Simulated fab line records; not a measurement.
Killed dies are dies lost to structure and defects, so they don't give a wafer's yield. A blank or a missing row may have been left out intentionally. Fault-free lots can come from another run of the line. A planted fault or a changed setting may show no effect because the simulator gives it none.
Matching of chambers || flow n5_finfet || 4 sister chambers for N5_BEOL_M7_ETCH_62 on rie_diel-04
The step etches SOC in N2/H2, target depth 110 nm, overetch 22 nm, time 165 s. 18 wafers are shown with their chamber, then 9 later ones without.

## WAFERS PAIRED WITH THEIR CHAMBERS
{"wafer": "L076.3", "chamber": 1, "drypump_motor_current_A (A)": 5.0, "showerhead_plenum_p_Torr (Torr)": 2.48, "throttle_valve_pct (%)": 17.8}
{"wafer": "L076.4", "chamber": 3, "drypump_motor_current_A (A)": 5.4, "showerhead_plenum_p_Torr (Torr)": 2.71, "throttle_valve_pct (%)": 17.4}
{"wafer": "L076.6", "chamber": 1, "drypump_motor_current_A (A)": 5.1, "showerhead_plenum_p_Torr (Torr)": 2.48, "throttle_valve_pct (%)": 17.8}
{"wafer": "L079.1", "chamber": 3, "drypump_motor_current_A (A)": 5.4, "showerhead_plenum_p_Torr (Torr)": 2.71, "throttle_valve_pct (%)": 17.4}
{"wafer": "L079.3", "chamber": 1, "drypump_motor_current_A (A)": 5.0, "showerhead_plenum_p_Torr (Torr)": 2.48, "throttle_valve_pct (%)": 17.8}
{"wafer": "L079.5", "chamber": 2, "drypump_motor_current_A (A)": 5.0, "showerhead_plenum_p_Torr (Torr)": 2.43, "throttle_valve_pct (%)": 17.9}
{"wafer": "L083.1", "chamber": 0, "drypump_motor_current_A (A)": 6.3, "showerhead_plenum_p_Torr (Torr)": 2.48, "throttle_valve_pct (%)": 18.1}
{"wafer": "L083.4", "chamber": 2, "drypump_motor_current_A (A)": 5.0, "showerhead_plenum_p_Torr (Torr)": 2.43, "throttle_valve_pct (%)": 17.9}
{"wafer": "L083.5", "chamber": 3, "drypump_motor_current_A (A)": 5.4, "showerhead_plenum_p_Torr (Torr)": 2.70, "throttle_valve_pct (%)": 17.4}
{"wafer": "L085.3", "chamber": 2, "drypump_motor_current_A (A)": 5.0, "showerhead_plenum_p_Torr (Torr)": 2.43, "throttle_valve_pct (%)": 17.9}
{"wafer": "L085.5", "chamber": 0, "drypump_motor_current_A (A)": 6.3, "showerhead_plenum_p_Torr (Torr)": 2.48, "throttle_valve_pct (%)": 18.1}
{"wafer": "L085.6", "chamber": 3, "drypump_motor_current_A (A)": 5.4, "showerhead_plenum_p_Torr (Torr)": 2.70, "throttle_valve_pct (%)": 17.4}
{"wafer": "L089.1", "chamber": 3, "drypump_motor_current_A (A)": 5.4, "showerhead_plenum_p_Torr (Torr)": 2.70, "throttle_valve_pct (%)": 17.4}
{"wafer": "L089.2", "chamber": 2, "drypump_motor_current_A (A)": 5.0, "showerhead_plenum_p_Torr (Torr)": 2.42, "throttle_valve_pct (%)": 18.0}
{"wafer": "L089.6", "chamber": 0, "drypump_motor_current_A (A)": 6.3, "showerhead_plenum_p_Torr (Torr)": 2.48, "throttle_valve_pct (%)": 18.1}
{"wafer": "L090.1", "chamber": 2, "drypump_motor_current_A (A)": 5.0, "showerhead_plenum_p_Torr (Torr)": 2.42, "throttle_valve_pct (%)": 17.9}
{"wafer": "L090.4", "chamber": 3, "drypump_motor_current_A (A)": 5.4, "showerhead_plenum_p_Torr (Torr)": 2.70, "throttle_valve_pct (%)": 17.4}
{"wafer": "L090.5", "chamber": 2, "drypump_motor_current_A (A)": 5.0, "showerhead_plenum_p_Torr (Torr)": 2.42, "throttle_valve_pct (%)": 18.0}

SIGNATURES (means of the wafers above)
{"reading": "drypump_motor_current_A", "chamber 0": 6.300, "chamber 1": 5.033, "chamber 2": 5.000, "chamber 3": 5.400, "scatter within a chamber": 0.0218}
{"reading": "showerhead_plenum_p_Torr", "chamber 0": 2.4800, "chamber 1": 2.4800, "chamber 2": 2.4250, "chamber 3": 2.7033, "scatter within a chamber": 0.0045}
{"reading": "throttle_valve_pct", "chamber 0": 18.100, "chamber 1": 17.800, "chamber 2": 17.933, "chamber 3": 17.400, "scatter within a chamber": 0.0309}
Rule: distance of a wafer from a chamber = root of the sum over the readings of ((wafer's reading minus chamber's mean) / reading's scatter) squared. The wafer belongs to the nearest chamber; if the next one is less than 2 further off, it can't be placed. The scatter is the square root of a quotient: the sum, over the shown wafers, of each reading's squared deviation from its chamber's mean, divided by wafers minus chambers.

## WAFERS WHOSE CHAMBER IS MISSING
{"wafer": "L093.2", "drypump_motor_current_A (A)": 6.2, "showerhead_plenum_p_Torr (Torr)": 2.47, "throttle_valve_pct (%)": 18.1}
{"wafer": "L093.5", "drypump_motor_current_A (A)": 5.0, "showerhead_plenum_p_Torr (Torr)": 2.47, "throttle_valve_pct (%)": 17.4}
{"wafer": "L093.6", "drypump_motor_current_A (A)": 6.3, "showerhead_plenum_p_Torr (Torr)": 2.47, "throttle_valve_pct (%)": 18.1}
{"wafer": "L095.3", "drypump_motor_current_A (A)": 5.4, "showerhead_plenum_p_Torr (Torr)": 2.69, "throttle_valve_pct (%)": 17.4}
{"wafer": "L095.5", "drypump_motor_current_A (A)": 5.4, "showerhead_plenum_p_Torr (Torr)": 2.69, "throttle_valve_pct (%)": 17.5}
{"wafer": "L095.6", "drypump_motor_current_A (A)": 5.0, "showerhead_plenum_p_Torr (Torr)": 2.42, "throttle_valve_pct (%)": 18.0}
{"wafer": "L096.3", "drypump_motor_current_A (A)": 5.0, "showerhead_plenum_p_Torr (Torr)": 2.42, "throttle_valve_pct (%)": 18.0}
{"wafer": "L096.4", "drypump_motor_current_A (A)": 5.4, "showerhead_plenum_p_Torr (Torr)": 2.69, "throttle_valve_pct (%)": 17.4}
{"wafer": "L096.5", "drypump_motor_current_A (A)": 6.3, "showerhead_plenum_p_Torr (Torr)": 2.47, "throttle_valve_pct (%)": 18.1}

## THE CHAMBER EACH PASSED THROUGH
{"wafer": "L093.2", "from the rows above": 0, "in truth": 0}
{"wafer": "L093.5", "from the rows above": 1, "in truth": 1}
{"wafer": "L093.6", "from the rows above": 0, "in truth": 0}
{"wafer": "L095.3", "from the rows above": 3, "in truth": 3}
{"wafer": "L095.5", "from the rows above": 3, "in truth": 3}
{"wafer": "L095.6", "from the rows above": 2, "in truth": 2}
{"wafer": "L096.3", "from the rows above": 2, "in truth": 2}
{"wafer": "L096.4", "from the rows above": 3, "in truth": 3}
{"wafer": "L096.5", "from the rows above": 0, "in truth": 0}
Placed correctly: 9 of 9. From these rows, 0 cannot be placed. Placed wrongly: 0.
